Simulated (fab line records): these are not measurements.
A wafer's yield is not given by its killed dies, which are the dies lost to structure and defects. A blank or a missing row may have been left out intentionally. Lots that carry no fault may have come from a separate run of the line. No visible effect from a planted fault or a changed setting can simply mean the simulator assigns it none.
Chamber matching / flow nand_harc / 4 sister chambers for NHARC_A_WL_FILL_ALD_00 on ald_hk-04
The step deposits Al2O3, target thk 3 nm, pulse time 3 s, ald cycles 30. 4 wafers are shown with their chamber, then 7 later ones without.

## WAFERS, EACH WITH ITS CHAMBER
wafer=L827.2; chamber=1; heater_power_w (W)=402
wafer=L827.3; chamber=3; heater_power_w (W)=481
wafer=L825.2; chamber=2; heater_power_w (W)=550
wafer=L825.4; chamber=0; heater_power_w (W)=417

## WAFERS WITH NO CHAMBER GIVEN
wafer=L825.5; heater_power_w (W)=404
wafer=L835.1; heater_power_w (W)=457
wafer=L835.5; heater_power_w (W)=540
wafer=L835.6; heater_power_w (W)=381
wafer=L838.1; heater_power_w (W)=388
wafer=L838.2; heater_power_w (W)=447
wafer=L838.4; heater_power_w (W)=524

## THE CHAMBER EACH PASSED THROUGH
wafer=L825.5; from the rows above=can't be placed: 1 or 0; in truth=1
wafer=L835.1; from the rows above=can't be placed: 3 or 0 or 1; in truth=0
wafer=L835.5; from the rows above=2; in truth=2
wafer=L835.6; from the rows above=can't be placed: 1 or 0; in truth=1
wafer=L838.1; from the rows above=can't be placed: 1 or 0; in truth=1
wafer=L838.2; from the rows above=can't be placed: 0 or 3 or 1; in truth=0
wafer=L838.4; from the rows above=can't be placed: 2 or 3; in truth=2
Correctly placed: 1 of 7. From these rows, 6 cannot be placed; in 6 the true chamber is one of the candidates. 0 placed wrongly.
How it was worked out, from the rows above alone: a wafer's distance from a chamber is the root of the sum, over the readings, of the square of ((its reading less the chamber's mean) divided by the reading's scatter). If the next closest chamber is less than 2 further off than the closest, the wafer can't be placed; otherwise it belongs to the closest. A chamber's mean is the mean of its shown wafers. The scatter: root of mean squared gap, hidden wafer to nearest shown wafer, with one shown wafer a chamber.
